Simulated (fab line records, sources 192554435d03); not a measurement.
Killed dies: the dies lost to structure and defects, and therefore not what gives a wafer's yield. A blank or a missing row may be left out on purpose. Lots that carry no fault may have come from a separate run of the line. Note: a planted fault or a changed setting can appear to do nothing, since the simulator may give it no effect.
Chamber matching :: flow n5_finfet :: rie_diel-06 running N5_MOL_CONTACT_COAG_ETCHBACK_136: 4 sister chambers
The step etches SiO2 in CHF3, target depth 25 nm, time 16.7 s. 8 wafers are shown with their chamber, then 9 later ones without.

== EACH WAFER AND ITS CHAMBER ==
wafer: L477.4
chamber: 1
showerhead_plenum_p_Torr (Torr): 2.25
throttle_valve_pct (%): 19.16

wafer: L478.5
chamber: 1
showerhead_plenum_p_Torr (Torr): 2.25
throttle_valve_pct (%): 19.17

wafer: L478.6
chamber: 0
showerhead_plenum_p_Torr (Torr): 2.52
throttle_valve_pct (%): 18.64

wafer: L479.5
chamber: 2
showerhead_plenum_p_Torr (Torr): 2.37
throttle_valve_pct (%): 18.96

wafer: L479.6
chamber: 3
showerhead_plenum_p_Torr (Torr): 2.34
throttle_valve_pct (%): 18.54

wafer: L480.3
chamber: 3
showerhead_plenum_p_Torr (Torr): 2.34
throttle_valve_pct (%): 18.51

wafer: L480.5
chamber: 2
showerhead_plenum_p_Torr (Torr): 2.37
throttle_valve_pct (%): 18.95

wafer: L480.6
chamber: 0
showerhead_plenum_p_Torr (Torr): 2.51
throttle_valve_pct (%): 18.66

== WAFERS MISSING THEIR CHAMBER ==
wafer: L481.2
showerhead_plenum_p_Torr (Torr): 2.54
throttle_valve_pct (%): 18.77

wafer: L481.3
showerhead_plenum_p_Torr (Torr): 2.37
throttle_valve_pct (%): 18.94

wafer: L481.6
showerhead_plenum_p_Torr (Torr): 2.51
throttle_valve_pct (%): 18.65

wafer: L482.4
showerhead_plenum_p_Torr (Torr): 2.37
throttle_valve_pct (%): 18.95

wafer: L482.5
showerhead_plenum_p_Torr (Torr): 2.37
throttle_valve_pct (%): 18.94

wafer: L482.6
showerhead_plenum_p_Torr (Torr): 2.54
throttle_valve_pct (%): 18.79

wafer: L493.1
showerhead_plenum_p_Torr (Torr): 2.50
throttle_valve_pct (%): 18.69

wafer: L493.2
showerhead_plenum_p_Torr (Torr): 2.36
throttle_valve_pct (%): 18.98

wafer: L493.5
showerhead_plenum_p_Torr (Torr): 2.36
throttle_valve_pct (%): 19.00

== WHICH CHAMBER EACH ONE RAN IN ==
wafer: L481.2
from the rows above: 0
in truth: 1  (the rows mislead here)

wafer: L481.3
from the rows above: 2
in truth: 2

wafer: L481.6
from the rows above: 0
in truth: 0

wafer: L482.4
from the rows above: 2
in truth: 2

wafer: L482.5
from the rows above: 2
in truth: 2

wafer: L482.6
from the rows above: 0
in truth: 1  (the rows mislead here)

wafer: L493.1
from the rows above: 0
in truth: 0

wafer: L493.2
from the rows above: 2
in truth: 2

wafer: L493.5
from the rows above: 2
in truth: 2
Placed correctly: 7 of 9. Can't be placed from these rows: 0. Placed wrongly: 2.
How it was worked out, from the rows above alone: a wafer's distance from a chamber is the root of the sum, over the readings, of the square of ((its reading less the chamber's mean) divided by the reading's scatter). The wafer belongs to the nearest chamber; if the next one is less than 2 further off, it can't be placed. Each chamber's mean is taken over the wafers shown for it. The scatter is the square root of a quotient: the sum, over the shown wafers, of each reading's squared deviation from its chamber's mean, divided by wafers minus chambers.
